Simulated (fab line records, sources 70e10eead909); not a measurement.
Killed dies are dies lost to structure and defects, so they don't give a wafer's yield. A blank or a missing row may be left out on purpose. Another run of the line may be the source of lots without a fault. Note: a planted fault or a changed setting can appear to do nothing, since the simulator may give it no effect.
A struck lot beside a sound one + flow nand-harc + 20 steps out of a route of 1302
Sound: wafers L178.1, L178.2, L178.5. The struck wafers were L193.2, L193.4, L193.6. At the end, the cause is stated.
For every step that has rows: the tool of each side, followed by ch and its chambers, followed by its first start. Under that, the readings that differ: sound wafers + struck wafers + difference of the means + sigmas: that difference in standard deviations of wafers without a fault.
alike: readings whose means differ by less than 2 such deviations, and words and numbers that are the same on both sides. not compared: withheld readings, readings that some wafer has no value for, bounds like >300 that may hide the same value, and numbers for which the record gives no deviation and whose values overlap.
Wherever a step has rows on one side only, a row that says differs or no value, or a row with sigmas, the two part there. Numbers that don't overlap but have no deviation are shown without sigmas and don't part them. A reading missing from all wafers of one side parts the sides only when that side holds two or more wafers.

first, 1 step without rows for these wafers: NHARC_A_BLC_SRD_27.
NHARC_A_BLC_INSPECT_28:
  sound: defect-inspect-01 at day 24 00:06; struck: defect-inspect-01 at day 30 10:58
  alike: raw-defect-count
then, 9 steps without rows for these wafers: NHARC_A_M0_DEP_00 (deposits SiOC, target thk 150 nm); NHARC_A_M0_DEHYDRATE_01 (time 120 s); NHARC_A_M0_HMDS_02 (time 30 s); NHARC_A_M0_COAT_33 (time 65 s); NHARC_A_M0_COAT_03 (resist thk 90 nm); NHARC_A_M0_SOFTBAKE_04 (time 55 s); NHARC_A_M0_EBR_05; NHARC_A_M0_EXPOSE_06 (exposes mask A M0, target cd 80 nm); NHARC_A_M0_PEB_07 (peb time 65 s).
NHARC_A_M0_DEVELOP_08: develop time 35 s.
  sound on litho-track-01 ch 0, day 24 00:00; struck on litho-track-04 ch 0, day 30 11:00
NHARC_A_M0_CD_MEAS_09: the cd target is 80 nm.
  sound on cd-sem-03 ch 0, day 24 00:53; struck on cd-sem-01 ch 0
| reading    | sound          | struck         | difference | sigmas |
|------------|----------------|----------------|------------|--------|
| cd-nm (nm) | 79.1 79.6 79.5 | 76.4 76.9 76.6 | -2.8       | -5     |
  not compared: hold
NHARC_A_M0_OVL_MEAS_10: pitch 160 nm.
  sound: overlay-01 at day 24 00:58; struck: overlay-02 at day 30 19:24
| reading | sound | struck                                                                     | difference                   | sigmas |
|---------|-------|----------------------------------------------------------------------------|------------------------------|--------|
| hold    | - - - | await-dispo/7.4h/release await-dispo/7.4h/release await-dispo/7.4h/release | no value on the sound wafers |        |
  alike: overlay-x-nm, overlay-y-nm
NHARC_A_M0_INSPECT_11:
  sound: defect-inspect-01 at day 24 01:00; struck: defect-inspect-01 at day 30 19:26
| reading          | sound    | struck      | difference | sigmas |
|------------------|----------|-------------|------------|--------|
| raw-defect-count | 13 23 24 | 116 114 116 | +95        | +2     |
NHARC_A_M0_DESCUM_14: chemistry O2, time 3 s.
  sound on rie-diel-04 ch 0,1,3, day 24 01:05; struck on rie-diel-12 ch 1,3, day 30 19:31
| reading               | sound             | struck           | difference | sigmas |
|-----------------------|-------------------|------------------|------------|--------|
| model.A_M0.cd-nm (nm) | 79.26 79.82 79.52 | 76.14 76.7 76.23 | -3.18      |        |
  alike: drypump-motor-current-A, mfc-ar-sccm, oes-product-au, rf-vpp-V, showerhead-plenum-p-Torr, throttle-valve-pct
  not compared: rf-hours-counter-h
NHARC_A_M0_ETCH_34: etches the open film in N2/H2, target depth 40 nm, overetch 12 nm, time 43.94 s.
  sound on rie-diel-04 ch 0,1, day 24 01:09; struck on rie-diel-12 ch 1,2, day 30 19:35
  alike: drypump-motor-current-A, h2-flow-sccm, mfc-ar-sccm, oes-product-au, rf-vpp-V, showerhead-plenum-p-Torr, throttle-valve-pct
  not compared: rf-hours-counter-h
NHARC_A_M0_ETCH_15: etches the open film in C4F8/Ar, target depth 150 nm, overetch 15 nm, time 82.5 s.
  sound: rie-diel-04 ch 0,1,3; struck: rie-diel-12 ch 2,3
| reading               | sound             | struck            | difference | sigmas |
|-----------------------|-------------------|-------------------|------------|--------|
| model.A_M0.cd-nm (nm) | 79.32 80.18 79.22 | 75.66 76.68 75.83 | -3.52      |        |
  alike: oes-product-au, rf-vpp-V
  not compared: rf-hours-counter-h
NHARC_A_M0_CD_MEAS_16:
  sound: cd-sem-03 at day 24 01:22; struck: cd-sem-01 at day 30 19:59
| reading    | sound          | struck         | difference | sigmas |
|------------|----------------|----------------|------------|--------|
| cd-nm (nm) | 79.4 80.5 78.9 | 75.6 76.6 75.7 | -3.6       | -4     |
  not compared: hold
-- the record jumps here: 3 days lie between the struck wafers' starts before and after (it left off in module A_M0 and takes up again in module END, whose first step shown is number 1302 of the route) --
NHARC_END_SORT_01:
  only the struck wafers appear in the record here, on prober-01 ch 0 at day 33 10:20; the sound ones have no rows

WHERE THEY PART
Last at NHARC_END_SORT_01 as far as this record goes, first at NHARC_A_M0_CD_MEAS_09.

WHY: whatever the simulator had introduced
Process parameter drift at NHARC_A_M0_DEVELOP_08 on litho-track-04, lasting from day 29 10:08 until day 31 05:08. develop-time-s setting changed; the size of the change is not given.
